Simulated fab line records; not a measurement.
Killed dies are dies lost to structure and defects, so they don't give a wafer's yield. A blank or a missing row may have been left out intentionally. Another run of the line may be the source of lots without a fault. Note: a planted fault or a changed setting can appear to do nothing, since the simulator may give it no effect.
Matching of chambers | flow n5_finfet | rie_diel-01 running N5_SDB_ETCH_25: 4 sister chambers
The step etches SiO2 in C4F6/O2, target depth 10 nm, time 3.3 s. 8 wafers are shown with their chamber, then 7 later ones without.

== EACH WAFER AND ITS CHAMBER ==
wafer  | chamber | drypump_motor_current_A (A) | rf_vpp_V (V)
L079.4 | 1       | 5.0                         | 668
L082.5 | 2       | 6.4                         | 657
L088.4 | 1       | 5.1                         | 669
L089.4 | 0       | 4.9                         | 674
L089.5 | 3       | 5.3                         | 681
L089.6 | 2       | 6.5                         | 657
L090.1 | 3       | 5.2                         | 679
L090.3 | 0       | 4.9                         | 676

== WAFERS WITHOUT THEIR CHAMBER ==
wafer  | drypump_motor_current_A (A) | rf_vpp_V (V)
L090.5 | 6.4                         | 657
L091.3 | 4.9                         | 673
L091.5 | 4.9                         | 673
L091.6 | 5.1                         | 669
L096.1 | 4.9                         | 674
L096.2 | 5.1                         | 668
L096.5 | 5.1                         | 667

== WHICH CHAMBER EACH ONE RAN IN ==
wafer  | from the rows above | in truth
L090.5 | 2                   | 2
L091.3 | 0                   | 0
L091.5 | 0                   | 0
L091.6 | 1                   | 1
L096.1 | 0                   | 0
L096.2 | 1                   | 1
L096.5 | 1                   | 1
Placed correctly: 7 of 7. Not placeable from these rows: 0. 0 placed wrongly.
How it was worked out, from the rows above alone: a wafer's distance from a chamber is the root of the sum, over the readings, of the square of ((its reading less the chamber's mean) divided by the reading's scatter). The wafer belongs to the nearest chamber; if the next one is less than 2 further off, it can't be placed. A chamber's mean is the mean of its shown wafers. The scatter is the square root of a quotient: the sum, over the shown wafers, of each reading's squared deviation from its chamber's mean, divided by wafers minus chambers.
